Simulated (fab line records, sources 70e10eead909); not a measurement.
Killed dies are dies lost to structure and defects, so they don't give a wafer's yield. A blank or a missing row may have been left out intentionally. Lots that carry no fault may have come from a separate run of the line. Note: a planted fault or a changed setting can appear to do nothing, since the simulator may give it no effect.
Which tool was responsible? || flow nand harc || 37 wafers from 13 lots sampled at 5 of the route's 1302 steps

== WHAT EACH GAUGE READ, for each wafer ==
NHARC_A_CHANNEL_HOLE_D1_CD_MEAS_18. Usual: 99.6 nm for cd nm, sd 1.9.
{"lot": "L639", "measured": "day 8 16:02", "on": "cd sem-03", "cd nm (nm)": "99.9 101.6 101.2", "flag": ""}
{"lot": "L641", "measured": "day 9 22:46", "on": "cd sem-01", "cd nm (nm)": "96.6 97.6 99.3", "flag": ""}
{"lot": "L642", "measured": "day 9 23:56", "on": "cd sem-01", "cd nm (nm)": "100.8 101.4 99.9", "flag": ""}
{"lot": "L648", "measured": "day 12 19:38", "on": "cd sem-03", "cd nm (nm)": "97.5 96.7 101.7", "flag": ""}
{"lot": "L649", "measured": "day 13 01:06", "on": "cd sem-02", "cd nm (nm)": "99.7 100.2", "flag": ""}
{"lot": "L650", "measured": "day 13 10:02", "on": "cd sem-03", "cd nm (nm)": "100.3 97.8", "flag": ""}
{"lot": "L655", "measured": "day 15 16:32", "on": "cd sem-01", "cd nm (nm)": "99.3 100.2 101.2", "flag": ""}
{"lot": "L656", "measured": "day 16 08:07", "on": "cd sem-03", "cd nm (nm)": "95.3 98.3 100.8", "flag": ""}
{"lot": "L657", "measured": "day 16 23:25", "on": "cd sem-03", "cd nm (nm)": "102.0 101.3 98.8", "flag": ""}
{"lot": "L658", "measured": "day 17 06:10", "on": "cd sem-01", "cd nm (nm)": "101.3 101.7 102.1", "flag": ""}
{"lot": "L659", "measured": "day 17 12:53", "on": "cd sem-02", "cd nm (nm)": "101.7 100.5 102.4", "flag": ""}
{"lot": "L660", "measured": "day 17 18:58", "on": "cd sem-03", "cd nm (nm)": "102.7 100.0 98.7", "flag": ""}
{"lot": "L661", "measured": "day 18 03:24", "on": "cd sem-01", "cd nm (nm)": "98.4 102.5 99.9", "flag": ""}

NHARC_END_SORT_01. Usual: killed at array 49, standard deviation 19; killed at other 0.9, standard deviation 1.1; killed at periphery 4.0, standard deviation 2.7; killed dies 54, standard deviation 19; killed open 3.3, standard deviation 1.8; killed short 2.6, standard deviation 1.6.
{"lot": "L639", "measured": "day 24 15:23", "on": "prober-02", "killed at array": "60 63 90", "killed at other": "0 0 0", "killed at periphery": "9 1 4", "killed dies": "69 64 94", "killed open": "2 2 1", "killed short": "3 0 1", "flag": ""}
{"lot": "L641", "measured": "day 24 23:17", "on": "prober-01", "killed at array": "41 55 46", "killed at other": "0 0 0", "killed at periphery": "5 6 2", "killed dies": "46 61 48", "killed open": "4 6 1", "killed short": "3 1 0", "flag": ""}
{"lot": "L642", "measured": "day 25 07:05", "on": "prober-01", "killed at array": "86 78 69", "killed at other": "0 0 0", "killed at periphery": "5 10 2", "killed dies": "91 88 71", "killed open": "3 2 5", "killed short": "1 3 0", "flag": ""}
{"lot": "L648", "measured": "day 29 13:35", "on": "prober-01", "killed at array": "66 74 58", "killed at other": "5 1 1", "killed at periphery": "5 1 1", "killed dies": "76 76 60", "killed open": "2 3 1", "killed short": "5 4 4", "flag": ""}
{"lot": "L649", "measured": "day 28 22:21", "on": "prober-02", "killed at array": "39 40", "killed at other": "2 0", "killed at periphery": "4 9", "killed dies": "45 49", "killed open": "2 2", "killed short": "3 1", "flag": ""}
{"lot": "L650", "measured": "day 29 14:22", "on": "prober-02", "killed at array": "59 51", "killed at other": "1 3", "killed at periphery": "1 2", "killed dies": "61 56", "killed open": "5 4", "killed short": "3 1", "flag": ""}
{"lot": "L655", "measured": "day 31 10:19", "on": "prober-02", "killed at array": "34 36 37", "killed at other": "1 1 0", "killed at periphery": "5 8 13", "killed dies": "40 45 50", "killed open": "6 6 4", "killed short": "4 3 2", "flag": ""}
{"lot": "L656", "measured": "day 32 03:21", "on": "prober-01", "killed at array": "58 40 52", "killed at other": "0 0 1", "killed at periphery": "10 8 2", "killed dies": "68 48 55", "killed open": "4 5 2", "killed short": "3 0 4", "flag": ""}
{"lot": "L657", "measured": "day 32 18:20", "on": "prober-01", "killed at array": "55 63 39", "killed at other": "1 1 1", "killed at periphery": "6 5 3", "killed dies": "62 69 43", "killed open": "3 4 2", "killed short": "5 2 2", "flag": ""}
{"lot": "L658", "measured": "day 33 19:03", "on": "prober-02", "killed at array": "61 55 40", "killed at other": "0 0 0", "killed at periphery": "4 1 5", "killed dies": "65 56 45", "killed open": "4 2 3", "killed short": "6 2 2", "flag": ""}
{"lot": "L659", "measured": "day 33 11:19", "on": "prober-01", "killed at array": "68 57 65", "killed at other": "4 2 5", "killed at periphery": "3 4 3", "killed dies": "75 63 73", "killed open": "4 6 1", "killed short": "1 3 3", "flag": ""}
{"lot": "L660", "measured": "day 33 11:19", "on": "prober-02", "killed at array": "23 12 27", "killed at other": "0 0 0", "killed at periphery": "5 4 1", "killed dies": "28 16 28", "killed open": "4 3 0", "killed short": "5 0 2", "flag": ""}
{"lot": "L661", "measured": "day 34 13:50", "on": "prober-01", "killed at array": "37 54 53", "killed at other": "1 1 2", "killed at periphery": "2 3 1", "killed dies": "40 58 56", "killed open": "4 6 1", "killed short": "1 2 2", "flag": ""}

== EACH LOT AND THE TOOL THAT RAN IT (in order: tool; ch and the chambers of the sampled wafers; start) ==
{"lot": "L639", "NHARC_A_CHANNEL_HOLE_D1_DEP_00": "acl dep-03 ch 0, day 8 11:49", "NHARC_A_CHANNEL_HOLE_D1_ETCH_39": "rie diel-13 ch 2,3, day 8 15:06", "NHARC_A_CHANNEL_HOLE_D1_ETCH_22": "har etch-02 ch 0,1, day 8 17:59"}
{"lot": "L641", "NHARC_A_CHANNEL_HOLE_D1_DEP_00": "acl dep-02 ch 0, day 9 18:50", "NHARC_A_CHANNEL_HOLE_D1_ETCH_39": "rie diel-01 ch 1,2,3, day 9 21:52", "NHARC_A_CHANNEL_HOLE_D1_ETCH_22": "har etch-01 ch 0,1, day 9 23:43"}
{"lot": "L642", "NHARC_A_CHANNEL_HOLE_D1_DEP_00": "acl dep-03 ch 0, day 9 19:41", "NHARC_A_CHANNEL_HOLE_D1_ETCH_39": "rie diel-05 ch 0,2, day 9 22:50", "NHARC_A_CHANNEL_HOLE_D1_ETCH_22": "har etch-02 ch 0,1, day 10 00:52"}
{"lot": "L648", "NHARC_A_CHANNEL_HOLE_D1_DEP_00": "acl dep-01 ch 0, day 12 15:43", "NHARC_A_CHANNEL_HOLE_D1_ETCH_39": "rie diel-01 ch 0,1,2, day 12 18:43", "NHARC_A_CHANNEL_HOLE_D1_ETCH_22": "har etch-02 ch 0,1, day 12 20:35"}
{"lot": "L649", "NHARC_A_CHANNEL_HOLE_D1_DEP_00": "acl dep-02 ch 0, day 12 21:17", "NHARC_A_CHANNEL_HOLE_D1_ETCH_39": "rie diel-01 ch 0,3, day 13 00:10", "NHARC_A_CHANNEL_HOLE_D1_ETCH_22": "har etch-01 ch 0,1, day 13 03:57"}
{"lot": "L650", "NHARC_A_CHANNEL_HOLE_D1_DEP_00": "acl dep-02 ch 0, day 13 06:26", "NHARC_A_CHANNEL_HOLE_D1_ETCH_39": "rie diel-01 ch 0,3, day 13 09:07", "NHARC_A_CHANNEL_HOLE_D1_ETCH_22": "har etch-02 ch 1, day 13 15:14"}
{"lot": "L655", "NHARC_A_CHANNEL_HOLE_D1_DEP_00": "acl dep-02 ch 0, day 15 12:26", "NHARC_A_CHANNEL_HOLE_D1_ETCH_39": "rie diel-13 ch 0,1,2, day 15 15:29", "NHARC_A_CHANNEL_HOLE_D1_ETCH_22": "har etch-01 ch 0,1, day 15 20:41"}
{"lot": "L656", "NHARC_A_CHANNEL_HOLE_D1_DEP_00": "acl dep-02 ch 0, day 16 04:09", "NHARC_A_CHANNEL_HOLE_D1_ETCH_39": "rie diel-05 ch 0,2,3, day 16 07:11", "NHARC_A_CHANNEL_HOLE_D1_ETCH_22": "har etch-02 ch 0,1, day 16 09:03"}
{"lot": "L657", "NHARC_A_CHANNEL_HOLE_D1_DEP_00": "acl dep-02 ch 0, day 16 19:47", "NHARC_A_CHANNEL_HOLE_D1_ETCH_39": "rie diel-13 ch 0,1,3, day 16 22:28", "NHARC_A_CHANNEL_HOLE_D1_ETCH_22": "har etch-01 ch 0,1, day 17 05:20"}
{"lot": "L658", "NHARC_A_CHANNEL_HOLE_D1_DEP_00": "acl dep-02 ch 0, day 17 02:13", "NHARC_A_CHANNEL_HOLE_D1_ETCH_39": "rie diel-13 ch 0,1,2, day 17 05:14", "NHARC_A_CHANNEL_HOLE_D1_ETCH_22": "har etch-02 ch 0,1, day 17 11:15"}
{"lot": "L659", "NHARC_A_CHANNEL_HOLE_D1_DEP_00": "acl dep-01 ch 0, day 17 09:05", "NHARC_A_CHANNEL_HOLE_D1_ETCH_39": "rie diel-01 ch 1,2,3, day 17 11:58", "NHARC_A_CHANNEL_HOLE_D1_ETCH_22": "har etch-01 ch 0,1, day 17 13:55"}
{"lot": "L660", "NHARC_A_CHANNEL_HOLE_D1_DEP_00": "acl dep-03 ch 0, day 17 14:55", "NHARC_A_CHANNEL_HOLE_D1_ETCH_39": "rie diel-13 ch 0,1,2, day 17 18:04", "NHARC_A_CHANNEL_HOLE_D1_ETCH_22": "har etch-02 ch 0,1, day 17 20:00"}
{"lot": "L661", "NHARC_A_CHANNEL_HOLE_D1_DEP_00": "acl dep-02 ch 0, day 17 23:13", "NHARC_A_CHANNEL_HOLE_D1_ETCH_39": "rie diel-01 ch 0,3, day 18 02:29", "NHARC_A_CHANNEL_HOLE_D1_ETCH_22": "har etch-02 ch 0,1, day 18 04:31"}
- NHARC_A_CHANNEL_HOLE_D1_DEP_00: deposits aC, target thk 3100 nm.
- NHARC_A_CHANNEL_HOLE_D1_ETCH_39: etches the open film in N2/H2, target depth 260 nm, time 325 s.
- NHARC_A_CHANNEL_HOLE_D1_ETCH_22: etches the open film in C4F8/O2/Ar, time 666.7 s, target depth 1600 nm.

== WHAT THE TOOLS THEMSELVES READ (means of the sampled wafers that have a number; where no wafer has one, the mark that the record gives instead) ==
NHARC_A_CHANNEL_HOLE_D1_DEP_00. Usual: 34.999 % for throttle valve pct, sd 0.0088.
{"lot": "L639", "tool": "acl dep-03", "throttle valve pct (%)": 34.997, "flag": ""}
{"lot": "L641", "tool": "acl dep-02", "throttle valve pct (%)": 35.006, "flag": ""}
{"lot": "L642", "tool": "acl dep-03", "throttle valve pct (%)": 34.986, "flag": ""}
{"lot": "L648", "tool": "acl dep-01", "throttle valve pct (%)": 34.995, "flag": ""}
{"lot": "L649", "tool": "acl dep-02", "throttle valve pct (%)": 35.008, "flag": ""}
{"lot": "L650", "tool": "acl dep-02", "throttle valve pct (%)": 35.001, "flag": ""}
{"lot": "L655", "tool": "acl dep-02", "throttle valve pct (%)": 34.999, "flag": ""}
{"lot": "L656", "tool": "acl dep-02", "throttle valve pct (%)": 34.998, "flag": ""}
{"lot": "L657", "tool": "acl dep-02", "throttle valve pct (%)": 34.990, "flag": ""}
{"lot": "L658", "tool": "acl dep-02", "throttle valve pct (%)": 35.001, "flag": ""}
{"lot": "L659", "tool": "acl dep-01", "throttle valve pct (%)": 34.992, "flag": ""}
{"lot": "L660", "tool": "acl dep-03", "throttle valve pct (%)": 34.994, "flag": ""}
{"lot": "L661", "tool": "acl dep-02", "throttle valve pct (%)": 35.005, "flag": ""}

NHARC_A_CHANNEL_HOLE_D1_ETCH_39. Usual: drypump motor current A 5.7 A, standard deviation 0.44; oes product au 1.002 a.u., standard deviation 0.01; rf vpp V 429.7 V, standard deviation 3; run length s 346.1 s, standard deviation 0.37; showerhead plenum p Torr 2.01 Torr, standard deviation 0.1; throttle valve pct 14.171 %, standard deviation 0.0088.
{"lot": "L639", "tool": "rie diel-13", "drypump motor current A (A)": 5.8, "oes product au (a.u.)": 1.010, "rf vpp V (V)": 430.2, "run length s (s)": 347.0, "showerhead plenum p Torr (Torr)": 2.02, "throttle valve pct (%)": 14.168, "flag": ""}
{"lot": "L641", "tool": "rie diel-01", "drypump motor current A (A)": 5.7, "oes product au (a.u.)": 0.992, "rf vpp V (V)": 429.1, "run length s (s)": 346.1, "showerhead plenum p Torr (Torr)": 1.99, "throttle valve pct (%)": 14.167, "flag": ""}
{"lot": "L642", "tool": "rie diel-05", "drypump motor current A (A)": 5.7, "oes product au (a.u.)": 1.008, "rf vpp V (V)": 429.1, "run length s (s)": 345.8, "showerhead plenum p Torr (Torr)": 1.97, "throttle valve pct (%)": 14.168, "flag": ""}
{"lot": "L648", "tool": "rie diel-01", "drypump motor current A (A)": 5.7, "oes product au (a.u.)": 1.001, "rf vpp V (V)": 427.8, "run length s (s)": 332.0, "showerhead plenum p Torr (Torr)": 1.97, "throttle valve pct (%)": 14.170, "flag": "OFF"}
{"lot": "L649", "tool": "rie diel-01", "drypump motor current A (A)": 5.5, "oes product au (a.u.)": 1.008, "rf vpp V (V)": 431.4, "run length s (s)": 335.8, "showerhead plenum p Torr (Torr)": 2.06, "throttle valve pct (%)": 14.168, "flag": "OFF"}
{"lot": "L650", "tool": "rie diel-01", "drypump motor current A (A)": 5.4, "oes product au (a.u.)": 1.006, "rf vpp V (V)": 431.1, "run length s (s)": 335.8, "showerhead plenum p Torr (Torr)": 2.06, "throttle valve pct (%)": 14.165, "flag": "OFF"}
{"lot": "L655", "tool": "rie diel-13", "drypump motor current A (A)": 6.0, "oes product au (a.u.)": 0.998, "rf vpp V (V)": 431.8, "run length s (s)": 346.0, "showerhead plenum p Torr (Torr)": 2.10, "throttle valve pct (%)": 14.169, "flag": ""}
{"lot": "L656", "tool": "rie diel-05", "drypump motor current A (A)": 5.8, "oes product au (a.u.)": 1.013, "rf vpp V (V)": 428.2, "run length s (s)": 346.0, "showerhead plenum p Torr (Torr)": 1.96, "throttle valve pct (%)": 14.170, "flag": ""}
{"lot": "L657", "tool": "rie diel-13", "drypump motor current A (A)": 6.0, "oes product au (a.u.)": 0.997, "rf vpp V (V)": 429.4, "run length s (s)": 346.3, "showerhead plenum p Torr (Torr)": 2.00, "throttle valve pct (%)": 14.175, "flag": ""}
{"lot": "L658", "tool": "rie diel-13", "drypump motor current A (A)": 6.0, "oes product au (a.u.)": 1.007, "rf vpp V (V)": 431.3, "run length s (s)": 346.2, "showerhead plenum p Torr (Torr)": 2.09, "throttle valve pct (%)": 14.165, "flag": ""}
{"lot": "L659", "tool": "rie diel-01", "drypump motor current A (A)": 5.7, "oes product au (a.u.)": 1.003, "rf vpp V (V)": 428.2, "run length s (s)": 346.1, "showerhead plenum p Torr (Torr)": 1.98, "throttle valve pct (%)": 14.175, "flag": ""}
{"lot": "L660", "tool": "rie diel-13", "drypump motor current A (A)": 6.0, "oes product au (a.u.)": 1.007, "rf vpp V (V)": 431.8, "run length s (s)": 346.0, "showerhead plenum p Torr (Torr)": 2.09, "throttle valve pct (%)": 14.172, "flag": ""}
{"lot": "L661", "tool": "rie diel-01", "drypump motor current A (A)": 5.4, "oes product au (a.u.)": 1.009, "rf vpp V (V)": 431.7, "run length s (s)": 346.3, "showerhead plenum p Torr (Torr)": 2.07, "throttle valve pct (%)": 14.176, "flag": ""}

NHARC_A_CHANNEL_HOLE_D1_ETCH_22. Usual: drypump motor current A 5.5 A, standard deviation 0.37; showerhead plenum p Torr 3.58 Torr, standard deviation 0.17; throttle valve pct 32.155 %, standard deviation 0.0097.
{"lot": "L639", "tool": "har etch-02", "drypump motor current A (A)": 5.7, "showerhead plenum p Torr (Torr)": 3.46, "throttle valve pct (%)": 32.152, "flag": ""}
{"lot": "L641", "tool": "har etch-01", "drypump motor current A (A)": 5.4, "showerhead plenum p Torr (Torr)": 3.59, "throttle valve pct (%)": 32.152, "flag": ""}
{"lot": "L642", "tool": "har etch-02", "drypump motor current A (A)": 5.8, "showerhead plenum p Torr (Torr)": 3.45, "throttle valve pct (%)": 32.159, "flag": ""}
{"lot": "L648", "tool": "har etch-02", "drypump motor current A (A)": 5.8, "showerhead plenum p Torr (Torr)": 3.43, "throttle valve pct (%)": 32.161, "flag": ""}
{"lot": "L649", "tool": "har etch-01", "drypump motor current A (A)": 5.2, "showerhead plenum p Torr (Torr)": 3.60, "throttle valve pct (%)": 32.165, "flag": ""}
{"lot": "L650", "tool": "har etch-02", "drypump motor current A (A)": 5.8, "showerhead plenum p Torr (Torr)": 3.41, "throttle valve pct (%)": 32.147, "flag": ""}
{"lot": "L655", "tool": "har etch-01", "drypump motor current A (A)": 5.1, "showerhead plenum p Torr (Torr)": 3.61, "throttle valve pct (%)": 32.158, "flag": ""}
{"lot": "L656", "tool": "har etch-02", "drypump motor current A (A)": 5.8, "showerhead plenum p Torr (Torr)": 3.40, "throttle valve pct (%)": 32.153, "flag": ""}
{"lot": "L657", "tool": "har etch-01", "drypump motor current A (A)": 5.1, "showerhead plenum p Torr (Torr)": 3.60, "throttle valve pct (%)": 32.159, "flag": ""}
{"lot": "L658", "tool": "har etch-02", "drypump motor current A (A)": 5.8, "showerhead plenum p Torr (Torr)": 3.93, "throttle valve pct (%)": 32.153, "flag": ""}
{"lot": "L659", "tool": "har etch-01", "drypump motor current A (A)": 5.1, "showerhead plenum p Torr (Torr)": 3.59, "throttle valve pct (%)": 32.165, "flag": ""}
{"lot": "L660", "tool": "har etch-02", "drypump motor current A (A)": 5.7, "showerhead plenum p Torr (Torr)": 3.93, "throttle valve pct (%)": 32.160, "flag": ""}
{"lot": "L661", "tool": "har etch-02", "drypump motor current A (A)": 5.7, "showerhead plenum p Torr (Torr)": 3.93, "throttle valve pct (%)": 32.148, "flag": ""}

== THE ANSWER, worked out from the rows above alone ==
Rule: a lot is off if the mean of its wafers that have a number lies more than 3 standard deviations from the usual mean. Also off: a lot with no number at a reading for which 4 or more lots have one. All remaining lots with rows at the step are treated as sound. First the gauges in route order, then the tools' own readings, where a lot's mean is used as printed above. At the first step where some lot is off, the reading lying furthest off is the one used; lots without a number count as furthest.
Off, at NHARC_A_CHANNEL_HOLE_D1_ETCH_39 on run length s: L648, L649, L650.
If a tool, at that step or one of the process steps before it, ran each lot that is off and ran no sound lot following the first of them, it fits. Of those tried, none fits.

== WHAT THE SIMULATOR HAD PUT IN ==
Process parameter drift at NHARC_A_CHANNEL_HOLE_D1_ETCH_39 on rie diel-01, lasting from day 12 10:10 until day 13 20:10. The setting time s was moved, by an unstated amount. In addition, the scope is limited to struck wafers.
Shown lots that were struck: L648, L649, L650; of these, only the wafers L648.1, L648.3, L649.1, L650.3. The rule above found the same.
